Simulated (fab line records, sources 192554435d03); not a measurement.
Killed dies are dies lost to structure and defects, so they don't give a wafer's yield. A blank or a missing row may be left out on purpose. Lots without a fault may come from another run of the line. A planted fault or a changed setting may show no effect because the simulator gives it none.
Which tool did it? | flow n5_finfet | 12 lots, 36 wafers sampled, at 6 steps of a route of 1938

WHAT THE GAUGES READ, wafer by wafer
N5_BEOL_M5_THK_MEAS_53: measures by xrf.
lot  | measured     | on            | M5_THK (nm)
L075 | day 9 10:34  | film_metro-01 | 61.1 62.5 62.0
L079 | day 10 05:06 | film_metro-02 | 61.9 59.6 60.8
L078 | day 10 13:22 | film_metro-01 | 62.8 62.7 63.2
L082 | day 11 12:39 | film_metro-02 | 64.2 62.3 63.4
L084 | day 11 19:16 | film_metro-01 | 61.8 62.9 60.8
L085 | day 12 17:55 | film_metro-02 | 63.0 61.9 63.8
L088 | day 12 22:22 | film_metro-01 | 60.7 58.8 60.2
L090 | day 13 05:47 | film_metro-01 | 64.2 62.6 63.3
L092 | day 14 02:03 | film_metro-02 | 61.6 60.3 59.1
L093 | day 14 05:53 | film_metro-02 | 62.2 62.9 62.8
L095 | day 14 14:41 | film_metro-01 | 61.0 61.3 60.9
L097 | day 15 14:58 | film_metro-02 | 61.0 61.9 61.1

WHICH TOOL RAN EACH LOT (tool, then ch and the chambers of the sampled wafers, then the start)
lot  | N5_BEOL_M4_ANNEAL_87         | N5_BEOL_M4_ANNEAL_93         | N5_BEOL_M4_SPUTTER_96        | N5_BEOL_M5_STRIP_91                           | N5_BEOL_M5_DEGAS_44
L075 | pvd_sputter-02, day 8 16:23  | pvd_sputter-02, day 8 17:02  | pvd_sputter-02, day 8 17:24  | rie_diel-01 ch 0,1, day 9 04:40 or earlier    | pvd_sputter-01, day 9 04:40
L079 | pvd_sputter-01, day 9 14:16  | pvd_sputter-01, day 9 14:56  | pvd_sputter-01, day 9 15:17  | rie_diel-03 ch 0,1, day 9 23:22 or earlier    | pvd_sputter-02, day 9 23:22
L078 | pvd_sputter-03, day 9 18:34  | pvd_sputter-03, day 9 19:14  | pvd_sputter-03, day 9 19:35  | rie_diel-01 ch 1,2, day 10 03:41 or earlier   | pvd_sputter-02, day 10 03:41
L082 | pvd_sputter-02, day 10 20:07 | pvd_sputter-02, day 10 20:46 | pvd_sputter-02, day 10 21:08 | rie_diel-06 ch 0,2,3, day 11 06:10 or earlier | pvd_sputter-01, day 11 06:10
L084 | pvd_sputter-02, day 11 05:32 | pvd_sputter-02, day 11 06:11 | pvd_sputter-02, day 11 06:33 | rie_diel-01 ch 0,1,3, day 11 13:32 or earlier | pvd_sputter-02, day 11 13:32
L085 | pvd_sputter-03, day 12 00:10 | pvd_sputter-03, day 12 00:49 | pvd_sputter-03, day 12 01:11 | rie_diel-01 ch 0,3, day 12 11:54 or earlier   | pvd_sputter-01, day 12 11:54
L088 | pvd_sputter-03, day 12 05:47 | pvd_sputter-03, day 12 06:26 | pvd_sputter-03, day 12 06:48 | rie_diel-03 ch 0,1, day 12 16:27 or earlier   | pvd_sputter-02, day 12 16:27
L090 | pvd_sputter-01, day 12 10:31 | pvd_sputter-01, day 12 11:11 | pvd_sputter-01, day 12 11:32 | rie_diel-06 ch 0,1,2, day 12 23:57 or earlier | pvd_sputter-02, day 12 23:57
L092 | pvd_sputter-03, day 13 12:00 | pvd_sputter-03, day 13 12:40 | pvd_sputter-03, day 13 13:01 | rie_diel-01 ch 0,1, day 13 20:10 or earlier   | pvd_sputter-03, day 13 20:10
L093 | pvd_sputter-03, day 13 15:04 | pvd_sputter-03, day 13 15:43 | pvd_sputter-03, day 13 16:05 | rie_diel-01 ch 0,3, day 13 22:19 or earlier   | pvd_sputter-02, day 13 22:19
L095 | pvd_sputter-02, day 13 23:19 | pvd_sputter-02, day 13 23:59 | pvd_sputter-02, day 14 00:20 | rie_diel-01 ch 0,1,3, day 14 08:14 or earlier | pvd_sputter-01, day 14 08:14
L097 | pvd_sputter-01, day 14 19:11 | pvd_sputter-01, day 14 19:51 | pvd_sputter-01, day 14 20:13 | rie_diel-06 ch 0,1, day 15 08:51 or earlier   | pvd_sputter-03, day 15 08:51
- N5_BEOL_M4_ANNEAL_87: time 240 s.
- N5_BEOL_M4_ANNEAL_93: time 240 s.
- N5_BEOL_M4_SPUTTER_96: material Cu, target thk 4.5 nm, time 8.29 s.
- N5_BEOL_M5_STRIP_91: strips in N2/H2, time 10 s.
- N5_BEOL_M5_DEGAS_44: time 60 s.

THE ANSWER, worked out from the rows above alone
Rule: what is usual is taken from the lots themselves. Put in order of their means at a reading, lots are off if they are a third of the lots or fewer, leave a main group of 4 or more, and stand apart from it by a gap of 3 or more times the standard deviation of the main group's means; of several such gaps the widest counts. A main group whose means are all the same, to the digits that the tables above print for the reading, isn't used. A lot without any number at a reading at which 4 lots or more have one is off too. The other lots that the step has rows for count as sound.
No lot is off at any reading shown: from this, nothing can be told.

WHAT THE SIMULATOR HAD PUT IN
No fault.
